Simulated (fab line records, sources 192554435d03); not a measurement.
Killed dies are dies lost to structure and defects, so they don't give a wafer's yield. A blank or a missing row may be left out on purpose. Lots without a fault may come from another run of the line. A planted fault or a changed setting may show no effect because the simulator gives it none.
fab line records | flow n5_finfet
record lots=7 wafers=21
route steps=1938 shown BEOL_M1@761 BEOL_M2@882 BEOL_M3@959 BEOL_M4@1084 BEOL_M5@1191
start_h: hours from the record's first day to the start of the lot's first wafer shown | wait_h: hours since the lot's step before | " the same as in the row above | L1.1+2: a row that stands for several wafers | - no value, or no start given | * or withheld: withheld | < > ~ a bound
route shown NAME@n: a module of which the file shows steps, and the number in the route of the first | usual: mean/standard deviation of fault-free wafers | same: alike in all rows | chamber/n: place in a boat | sites: the reading at each site | _std_site: their standard deviation | _edge_site: outer sites' mean less inner sites' | radius_mm: how far each site lies from the wafer's centre | mask NAME#n: copy n | behind: the tool/chamber that last shaped the wafer | hold: why the lot was held/for how many hours/how that ended | device: the transistor (n, p or np) that didn't switch | end of line: the same wafers' tests at the end of the route | a step without rows: its recipe alone | killed: dies lost to structure and defects at the first sort, not the wafer's yield | map: a wafer's dies, x killed, . not, _ none there
set.NAME: the setting as run; set.NAME@STEP: as run at that earlier step | model.NAME: the simulator's own value behind a step, which no gauge read
lots whose settings were changed on purpose; a table a step, a row a wafer
## steps
# step N5_BEOL_M1_EXPOSE_08
# recipe mask_id=M1 na=0.33 source_shape=dipole sigma_inner=0.369 sigma_outer=0.767 polarization=unpolarized dose_mj=33
# columns lot.wafer tool chamber start_h wait_h mask set.dose_mj
L075.2+3 euv_scanner-02 0 125.17 - M1#0 31.32
L075.5 " 0 " " M1#0 33
L076.2+3 euv_scanner-01 0 128.52 - M1#0 30.97
L076.6 " 0 " " M1#0 33
L080.2+5 euv_scanner-02 0 158.39 - M1#0 33
L080.3 " 0 " " M1#0 31.04
L082.3+4+6 euv_scanner-01 0 171.52 - M1#0 33
L085.2+3 euv_scanner-02 0 192.69 - M1#0 34.21
L085.4 " 0 " " M1#0 33
L086.1+4+5 euv_scanner-02 0 199.73 - M1#0 33
L096.1+6 euv_scanner-01 0 257.76 - M1#0 33
L096.4 " 0 " " M1#0 30.82
# step N5_BEOL_M1_PEB_09
# recipe peb_temp_c=100 peb_time_s=60 resist=CAR-EUV
# step N5_BEOL_M1_DEVELOP_10
# recipe develop_time_s=30 developer=TMAH resist=CAR-EUV rinse_liquid=surfactant_rinse dry=air_spin dev_temp_c=23
# columns lot.wafer tool chamber start_h wait_h set.spin_rpm@BEOL_M1_COAT_05 model.CAR-EUV_of_BEOL_M1_COAT_05.thk_nm
L075.2+3+5 litho_track-04 0 - - 1500 29.4
L076.2 litho_track-03 0 - - 1383 30.6
L076.3 " 0 " " 1383 30.8
L076.6 " 0 " " 1500 29.6
L080.2+3 litho_track-04 0 - - 1500 29.6
L080.5 " 0 " " 1500 29.4
L082.3+4 litho_track-03 0 - - 1500 29.6
L082.6 " 0 " " 1500 29.4
L085.2 litho_track-01 0 - - 1500 29.6
L085.3 " 0 " " 1500 29.4
L085.4 " 0 " " 1593 28.6
L086.1 litho_track-04 0 - - 1500 29.6
L086.4+5 " 0 " " 1500 29.4
L096.1 litho_track-04 0 - - 1500 29.6
L096.4 " 0 " " 1334 31.6
L096.6 " 0 " " 1334 31.4
# step N5_BEOL_M1_CD_MEAS_11
# recipe target_cd_nm=17.05 landing_energy_ev=500 detector=se_inlens polarity=opening
# usual cd_nm=17.12/0.24
# columns lot.wafer tool chamber start_h wait_h set.dose_mj@BEOL_M1_EXPOSE_08 cd_nm
L075.2 cd_sem-03 0 125.29 - 31.32 15.92
L075.3 " 0 " " 31.32 15.93
L075.5 " 0 " " 33 16.93
L076.2 cd_sem-03 0 128.64 - 30.97 15.61
L076.3 " 0 " " 30.97 15.81
L076.6 " 0 " " 33 17.49
L080.2 cd_sem-02 0 158.51 - 33 17.43
L080.3 " 0 " " 31.04 15.78
L080.5 " 0 " " 33 16.85
L082.3 cd_sem-01 0 171.64 - 33 17.07
L082.4 " 0 " " 33 17.55
L082.6 " 0 " " 33 17.10
L085.2 cd_sem-02 0 192.81 - 34.21 17.67
L085.3 " 0 " " 34.21 18.09
L085.4 " 0 " " 33 17.07
L086.1 cd_sem-03 0 199.86 - 33 17.06
L086.4 " 0 " " 33 17.05
L086.5 " 0 " " 33 17.26
L096.1 cd_sem-01 0 257.88 - 33 17.19
L096.4 " 0 " " 30.82 15.89
L096.6 " 0 " " 33 16.90
# step N5_BEOL_M1_DESCUM_16
# recipe chemistry=O2 time_s=7 source_power_w=50 bias_power_w=20 pressure_mtorr=20 rf_frequency_hz=2.712e+07 temp_c=40 resist=CAR-EUV o2_flow_sccm=225
# step N5_BEOL_M1_ETCH_74
# recipe chemistry=N2/H2 target=underlayer target_depth_a=65 mask_material=CAR-EUV time_s=5.2 ion_energy_ev=200 pressure_mtorr=30 source_w=840 bias_w=150 n2_flow_sccm=200 h2_flow_sccm=200 ends=cleared
# columns lot.wafer tool chamber start_h wait_h set.dose_mj@BEOL_M1_EXPOSE_08 model.BEOL_M1.cd_offset_nm
L075.2 rie_diel-05 1 125.48 0.0 31.32 -1
L075.3 " 0 " " 31.32 -1.2
L075.5 " 3 " " 33 -0.2
L076.2 rie_diel-05 0 128.79 0.0 30.97 -1.2
L076.3 " 3 " " 30.97 -1.4
L076.6 " 3 " " 33 0
L080.2 rie_diel-05 2 158.94 0.0 33 0.2
L080.3 " 0 " " 31.04 -1.4
L080.5 " 3 " " 33 0
L082.3+4+6 rie_diel-01 0,2,3 171.79 0.0 33 0.2
L085.2 rie_diel-03 3 192.96 0.0 34.21 0.8
L085.3 " 0 " " 34.21 0.6
L085.4 " 1 " " 33 0
L086.1 rie_diel-01 2 200.02 0.0 33 -0.2
L086.4+5 " 1,0 " " 33 0
L096.1 rie_diel-03 3 258.55 0.0 33 0
L096.4 " 3 " " 30.82 -1.4
L096.6 " 1 " " 33 -0.2
# step N5_BEOL_M1_ETCH_63
# recipe chemistry=CF4 target=SiARC target_depth_a=156 mask_material=CAR-EUV time_s=26 ion_energy_ev=80 pressure_mtorr=40 source_w=545 bias_w=36 Ar_flow_sccm=100 cf4_flow_sccm=100 ends=cleared
# columns lot.wafer tool chamber start_h wait_h set.dose_mj@BEOL_M1_EXPOSE_08 model.BEOL_M1.cd_offset_nm
L075.2 rie_diel-05 1 125.49 0.0 31.32 -1
L075.3 " 0 " " 31.32 -1.2
L075.5 " 3 " " 33 -0.2
L076.2+3 rie_diel-05 0,3 128.81 0.0 30.97 -1.2
L076.6 " 3 " " 33 0.2
L080.2+5 rie_diel-05 2,3 158.96 0.0 33 0
L080.3 " 0 " " 31.04 -1.4
L082.3+4+6 rie_diel-01 0,2,3 171.81 0.0 33 0.2
L085.2 rie_diel-03 3 192.98 0.0 34.21 0.8
L085.3 " 0 " " 34.21 0.6
L085.4 " 1 " " 33 0
L086.1 rie_diel-01 2 200.04 0.0 33 -0.2
L086.4 " 1 " " 33 0.2
L086.5 " 0 " " 33 0
L096.1 rie_diel-03 3 258.57 0.0 33 0
L096.4 " 3 " " 30.82 -1.6
L096.6 " 1 " " 33 -0.2
# step N5_BEOL_M1_ETCH_64
# recipe chemistry=N2/H2 target=SOC target_depth_a=750 overetch_a=150 mask_material=SiARC temp_c=40 time_s=112.5 ion_energy_ev=200 pressure_mtorr=30 source_w=840 bias_w=150 n2_flow_sccm=200 h2_flow_sccm=200
# step N5_BEOL_M1_STRIP_65
# recipe chemistry=N2/H2 temp_c=40 n2_flow_sccm=200 h2_flow_sccm=200 rf_frequency_hz=6e+07
# step N5_BEOL_M1_STRIP_75
# recipe chemistry=N2/H2 temp_c=40 n2_flow_sccm=200 h2_flow_sccm=200 rf_frequency_hz=6e+07
# step N5_BEOL_M1_STRIP_66
# recipe chemistry=CF4 resist=SiARC power_w=300 bias_power_w=75 pressure_mtorr=50 cf4_flow_sccm=150 rf_frequency_hz=6e+07
# step N5_BEOL_M1_HM_OPEN_17
# recipe chemistry=Cl2/BCl3 target_depth_a=200 overetch_a=60 target=TiN mask_material=SOC ion_energy_ev=150 pressure_mtorr=10 icp_w=1000 bias_w=126 Cl2_flow_sccm=53.25 bcl3_flow_sccm=21.75 Ar_flow_sccm=25
# columns lot.wafer tool chamber start_h wait_h set.dose_mj@BEOL_M1_EXPOSE_08 model.BEOL_M1.cd_offset_nm
L075.2+3 rie_metal-02 0 125.69 0.0 31.32 -1.4
L075.5 " 0 " " 33 -0.4
L076.2+3 rie_metal-03 1 129.01 0.0 30.97 -1
L076.6 " 1 " " 33 0.4
L080.2 rie_metal-03 0 159.16 0.0 33 0.2
L080.3 " 1 " " 31.04 -1.2
L080.5 " 1 " " 33 0
L082.3+4 rie_metal-01 1,0 172.04 0.1 33 0.2
L082.6 " 0 " " 33 0.4
L085.2+3 rie_metal-01 1 193.18 0.0 34.21 0.6
L085.4 " 0 " " 33 0
L086.1+5 rie_metal-02 1,0 200.23 0.0 33 -0.2
L086.4 " 0 " " 33 0
L096.1 rie_metal-03 0 258.76 0.0 33 0
L096.4 " 1 " " 30.82 -1.4
L096.6 " 0 " " 33 -0.4
# step N5_BEOL_M1_STRIP_19
# recipe chemistry=O2 power_w=400 temp_c=40 pressure_mtorr=30 rf_frequency_hz=6e+07 bias_power_w=0 overash_fraction=0.2 o2_flow_sccm=225
# step N5_BEOL_M1_CD_MEAS_18
# recipe pitch_nm=36 target_cd_nm=18
# usual cd_nm=18.07/0.28
# columns lot.wafer tool chamber start_h wait_h set.dose_mj@BEOL_M1_EXPOSE_08 cd_nm
L075.2 cd_sem-01 - 125.87 0.1 31.32 16.19
L075.3 " - " " 31.32 16.75
L075.5 " - " " 33 17.99
L076.2 cd_sem-01 - 129.19 0.1 30.97 16.98
L076.3 " - " " 30.97 16.63
L076.6 " - " " 33 18.19
L080.2 cd_sem-01 - 159.35 0.1 33 18.11
L080.3 " - " " 31.04 17.21
L080.5 " - " " 33 17.76
L082.3 cd_sem-03 - 172.19 0.1 33 17.84
L082.4 " - " " 33 18.27
L082.6 " - " " 33 18.18
L085.2 cd_sem-03 - 193.36 0.1 34.21 18.81
L085.3 " - " " 34.21 18.51
L085.4 " - " " 33 17.70
L086.1 cd_sem-01 - 200.41 0.1 33 17.49
L086.4 " - " " 33 18.05
L086.5 " - " " 33 18.06
L096.1 cd_sem-02 - 259.08 0.0 33 17.72
L096.4 " - " " 30.82 16.73
L096.6 " - " " 33 17.94
# step N5_BEOL_M1_COAT_67
# recipe resist=SOC temp_c=250 time_s=60 spin_rpm=1500 resist_thk_nm=60
# step N5_BEOL_M1_COAT_68
# recipe resist=SiARC temp_c=220 time_s=60 spin_rpm=1500 resist_thk_nm=12
# step N5_BEOL_M1_PRECLEAN_42
# recipe chemistry=residue_remover time_s=60 temp_c=40
# step N5_BEOL_M1_SRD_43
# recipe time_s=30 temp_c=23 rinse_liquid=diw dry=ipa_marangoni
# step N5_BEOL_M1_CD_MEAS_35
# recipe target_cd_nm=18 target_cd_y_nm=21 polarity=opening
# usual cd_nm=18.14/0.29
# columns lot.wafer tool chamber start_h wait_h set.dose_mj@BEOL_M1_EXPOSE_08 cd_nm
L075.2 cd_sem-03 - 128.26 0.0 31.32 16.67
L075.3 " - " " 31.32 16.72
L075.5 " - " " 33 17.69
L076.2 cd_sem-01 - 131.17 0.0 30.97 17.21
L076.3 " - " " 30.97 16.69
L076.6 " - " " 33 18.32
L080.2 cd_sem-01 - 162.81 0.0 33 18.25
L080.3 " - " " 31.04 17.19
L080.5 " - " " 33 17.92
L082.3 cd_sem-01 - 176.37 0.0 33 18.24
L082.4 " - " " 33 18.02
L082.6 " - " " 33 18.25
L085.2 cd_sem-03 - 199.01 0.0 34.21 18.62
L085.3 " - " " 34.21 18.48
L085.4 " - " " 33 18.19
L086.1 cd_sem-03 - 202.69 0.0 33 17.78
L086.4 " - " " 33 17.59
L086.5 " - " " 33 18.68
L096.1 cd_sem-01 - 261.13 0.0 33 18.08
L096.4 " - " " 30.82 16.66
L096.6 " - " " 33 17.75
# step N5_BEOL_M2_ALD_98
# recipe material=SiO2 target_thk_a=25 temp_c=100 ald_precursor_family=BDEAS ald_co_reactant=O2-plasma pulse_time_s=1 co_reactant_pulse_time_s=1 purge_time_s=2 co_reactant_purge_time_s=2 ald_cycles=17 pressure_torr=2
# columns lot.wafer tool chamber start_h wait_h set.ald_cycles model.SiO2_of_BEOL_M2_ALD_98.thk_nm
L075.2+3+5 ald_sin-03 1,0,2 136.56 0.2 17 2.4
L076.2+6 ald_sin-03 3,2 137.99 0.2 17 2.6
L076.3 " 1 " " 16 2.4
L080.2 ald_sin-01 1 169.02 0.1 17 2.6
L080.3+5 " 0 " " 19 2.8
L082.3+4+6 ald_sin-03 2,0,3 184.81 0.1 17 2.6
L085.2 ald_sin-01 0 205.40 0.3 17 2.6
L085.3 " 3 " " 17 2.4
L085.4 " 1 " " 18 2.6
L086.1+4 ald_sin-03 3,2 209.43 0.4 18 2.6
L086.5 " 2 " " 17 2.6
L096.1+4 ald_sin-01 3,0 269.36 0.1 19 2.8
L096.6 " 3 " " 17 2.4
# step N5_BEOL_M3_COAT_76
# recipe resist=underlayer temp_c=205 time_s=60 spin_rpm=1500 resist_thk_nm=5
# columns lot.wafer tool chamber start_h wait_h set.spin_rpm
L075.2 litho_track-02 0 - - 1560
L075.3+5 " 0 " " 1500
L076.2+6 litho_track-02 0 - - 1500
L076.3 " 0 " " 1621
L080.2+3 litho_track-02 0 - - 1500
L080.5 " 0 " " 1634
L082.3+4+6 litho_track-01 0 - - 1500
L085.2 litho_track-04 0 - - 1591
L085.3+4 " 0 " " 1500
L086.1+4 litho_track-01 0 - - 1654
L086.5 " 0 " " 1500
L096.1 litho_track-01 0 - - 1500
L096.4+6 " 0 " " 1629
# step N5_BEOL_M3_COAT_22
# recipe resist=CAR-EUV spin_rpm=1500 resist_thk_nm=30
# columns lot.wafer tool chamber start_h wait_h set.spin_rpm model.CAR-EUV_of_BEOL_M3_COAT_22.thk_nm
L075.2+3 litho_track-02 0 - - 1354 31.6
L075.5 " 0 " " 1500 30
L076.2 litho_track-02 0 - - 1654 28.4
L076.3+6 " 0 " " 1500 29.8
L080.2 litho_track-02 0 - - 1500 30
L080.3 " 0 " " 1434 30.6
L080.5 " 0 " " 1434 30.8
L082.3+4+6 litho_track-01 0 - - 1500 30
L085.2+3 litho_track-04 0 - - 1500 30
L085.4 " 0 " " 1500 29.8
L086.1+5 litho_track-01 0 - - 1500 30
L086.4 " 0 " " 1604 29
L096.1+4 litho_track-01 0 - - 1500 29.8
L096.6 " 0 " " 1667 28.2
# step N5_BEOL_M3_EBR_24
# recipe solvent=PGMEA ebr_width_mm=1.5
# step N5_BEOL_M3_SOFTBAKE_23
# recipe temp_c=110 time_s=60 resist=CAR-EUV
# step N5_BEOL_M3_DESCUM_33
# recipe chemistry=O2 time_s=7 source_power_w=50 bias_power_w=20 pressure_mtorr=20 rf_frequency_hz=2.712e+07 temp_c=40 resist=CAR-EUV o2_flow_sccm=225
# columns lot.wafer tool chamber start_h wait_h set.spin_rpm@BEOL_M3_COAT_22 model.CAR-EUV_of_BEOL_M3_COAT_22.thk_nm
L075.2+3 rie_diel-05 1,3 149.60 0.0 1354 27.6
L075.5 " 3 " " 1500 26
L076.2 rie_diel-03 2 153.90 0.0 1654 24.4
L076.3 " 0 " " 1500 25.8
L076.6 " 1 " " 1500 26
L080.2 rie_diel-01 2 181.49 0.0 1500 26.2
L080.3 " 1 " " 1434 26.8
L080.5 " 2 " " 1434 27
L082.3 rie_diel-05 3 193.37 0.0 1500 26.2
L082.4+6 " 2 " " 1500 26
L085.2+3 rie_diel-05 1,3 215.97 0.0 1500 26
L085.4 " 0 " " 1500 25.8
L086.1+5 rie_diel-03 2,1 219.70 0.1 1500 26
L086.4 " 0 " " 1604 25
L096.1+4 rie_diel-01 2,3 281.79 1.0 1500 26
L096.6 " 0 " " 1667 24.2
# step N5_BEOL_M3_ETCH_77
# recipe chemistry=N2/H2 target=underlayer target_depth_a=65 mask_material=CAR-EUV time_s=5.2 ion_energy_ev=200 pressure_mtorr=30 source_w=840 bias_w=150 n2_flow_sccm=200 h2_flow_sccm=200 ends=cleared
# usual etch_rf_on_time_s=5.20/0.086
# columns lot.wafer tool chamber start_h wait_h set.spin_rpm@BEOL_M3_COAT_76 etch_rf_on_time_s model.etch.depth_nm
L075.2 rie_diel-05 1 149.63 0.0 1560 5.18 4.92
L075.3 " 3 " " 1500 5.17 5.014
L075.5 " 3 " " 1500 5.20 5.013
L076.2 rie_diel-03 2 153.93 0.0 1500 5.19 5.001
L076.3 " 0 " " 1621 5.06 4.809
L076.6 " 1 " " 1500 5.34 5
L080.2 rie_diel-01 2 181.53 0.0 1500 5.11 4.989
L080.3 " 1 " " 1500 5.19 4.99
L080.5 " 2 " " 1634 4.84 4.773
L082.3 rie_diel-05 3 193.40 0.0 1500 5.24 5.015
L082.4 " 2 " " 1500 5.05 5.015
L082.6 " 2 " " 1500 5.03 5.003
L085.2 rie_diel-05 1 216.00 0.0 1591 5.03 4.867
L085.3 " 3 " " 1500 5.22 5.013
L085.4 " 0 " " 1500 5.28 5.018
L086.1 rie_diel-03 2 219.73 0.0 1654 4.91 4.758
L086.4 " 0 " " 1654 4.95 4.752
L086.5 " 1 " " 1500 5.25 4.997
L096.1 rie_diel-01 2 281.82 0.0 1500 5.19 4.997
L096.4 " 3 " " 1629 4.89 4.808
L096.6 " 0 " " 1629 4.98 4.796
# step N5_BEOL_M4_SPUTTER_48
# recipe material=Cu target_thk_a=45 temp_c=-20 chamber_pressure_pa=0.07 power_w=withheld time_s=8.29
# columns lot.wafer tool chamber start_h wait_h set.time_s model.Cu_of_BEOL_M4_SPUTTER_48.thk_nm
L075.2 pvd_sputter-01 - 160.37 0.1 7.346 3.8
L075.3 " - " " 7.346 -
L075.5 " - " " 8.29 4.6
L076.2 pvd_sputter-02 - 170.24 0.1 8.29 4.4
L076.3 " - " " 7.438 4
L076.6 " - " " 8.29 4.2
L080.2 pvd_sputter-03 - 193.69 1.1 8.29 4.6
L080.3 " - " " 9.338 5
L080.5 " - " " 9.338 -
L082.3+4 pvd_sputter-01 - 214.94 0.1 8.29 4.4
L082.6 " - " " 8.29 4.6
L085.2 pvd_sputter-01 - 233.41 0.1 8.29 4.4
L085.3 " - " " 7.425 -
L085.4 " - " " 7.425 4
L086.1 pvd_sputter-03 - 234.06 0.2 8.29 4.2
L086.4+5 " - " " 8.29 4.4
L096.1+4 pvd_sputter-01 - 293.26 0.1 8.29 4.4
L096.6 " - " " 9.409 5
# step N5_BEOL_M5_DEP_56
# recipe material=SiCN target_thk_a=80 temp_c=withheld precursor=3MS/NH3 pressure_torr=3 rf_w=202 time_s=14
# columns lot.wafer tool chamber start_h wait_h set.time_s model.SiCN_of_BEOL_M5_DEP_56.thk_nm
L075.2 pecvd-03 0 177.09 0.0 14 7.8
L075.3+5 " 1 " " 14 8
L076.2 pecvd-02 1 187.27 0.0 14 8
L076.3 " 2 " " 15.17 8.6
L076.6 " 0 " " 15.17 8.8
L080.2 pecvd-02 1 210.86 0.0 14.75 8.4
L080.3 " 0 " " 14 8
L080.5 " 0 " " 14 8.2
L082.3+6 pecvd-01 2 231.30 0.0 14 8
L082.4 " 1 " " 14 7.8
L085.2+3 pecvd-01 2,0 248.22 0.0 14 8
L085.4 " 0 " " 14 8.2
L086.1 pecvd-02 2 249.37 0.0 14 7.8
L086.4 " 1 " " 14 8
L086.5 " 2 " " 13.26 7.6
L096.1 pecvd-03 2 311.62 0.0 15.13 8.6
L096.4 " 2 " " 14 8.2
L096.6 " 1 " " 14 8
## key
split step=N5_BEOL_M1_EXPOSE_08 setting=dose_mj stated=33 by=wafer
response step=N5_BEOL_M1_CD_MEAS_11 reading=cd_nm change=+0.223 per=1% r=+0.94
response step=N5_BEOL_M1_ETCH_74 reading=model.BEOL_M1.cd_offset_nm change=+0.209 per=1% r=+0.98
response step=N5_BEOL_M1_ETCH_63 reading=model.BEOL_M1.cd_offset_nm change=+0.218 per=1% r=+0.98
response step=N5_BEOL_M1_HM_OPEN_17 reading=model.BEOL_M1.cd_offset_nm change=+0.202 per=1% r=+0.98
response step=N5_BEOL_M1_CD_MEAS_18 reading=cd_nm change=+0.201 per=1% r=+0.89
response step=N5_BEOL_M1_CD_MEAS_35 reading=cd_nm change=+0.182 per=1% r=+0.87
split step=N5_BEOL_M2_ALD_98 setting=ald_cycles stated=17 by=wafer
response step=N5_BEOL_M2_ALD_98 reading=model.SiO2_of_BEOL_M2_ALD_98.thk_nm change=+0.0232 per=1% r=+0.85
split step=N5_BEOL_M3_COAT_76 setting=spin_rpm stated=1500 by=wafer
response step=N5_BEOL_M3_ETCH_77 reading=etch_rf_on_time_s change=* per=1% r=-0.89
response step=N5_BEOL_M3_ETCH_77 reading=model.etch.depth_nm change=-0.0237 per=1% r=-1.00
split step=N5_BEOL_M3_COAT_22 setting=spin_rpm stated=1500 by=wafer
response step=N5_BEOL_M3_COAT_22 reading=model.CAR-EUV_of_BEOL_M3_COAT_22.thk_nm change=-0.148 per=1% r=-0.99
response step=N5_BEOL_M3_DESCUM_33 reading=model.CAR-EUV_of_BEOL_M3_COAT_22.thk_nm change=-0.156 per=1% r=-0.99
split step=N5_BEOL_M4_SPUTTER_48 setting=time_s stated=8.29 by=wafer
response step=N5_BEOL_M4_SPUTTER_48 reading=model.Cu_of_BEOL_M4_SPUTTER_48.thk_nm change=+0.0425 per=1% r=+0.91
split step=N5_BEOL_M5_DEP_56 setting=time_s stated=14 by=wafer
response step=N5_BEOL_M5_DEP_56 reading=model.SiCN_of_BEOL_M5_DEP_56.thk_nm change=+0.0682 per=1% r=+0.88
split outside_this_file step=N5_BEOL_M1_COAT_05 setting=spin_rpm
# split outside_this_file: this setting was split too, and the file shows its column; the key of that split is in another file
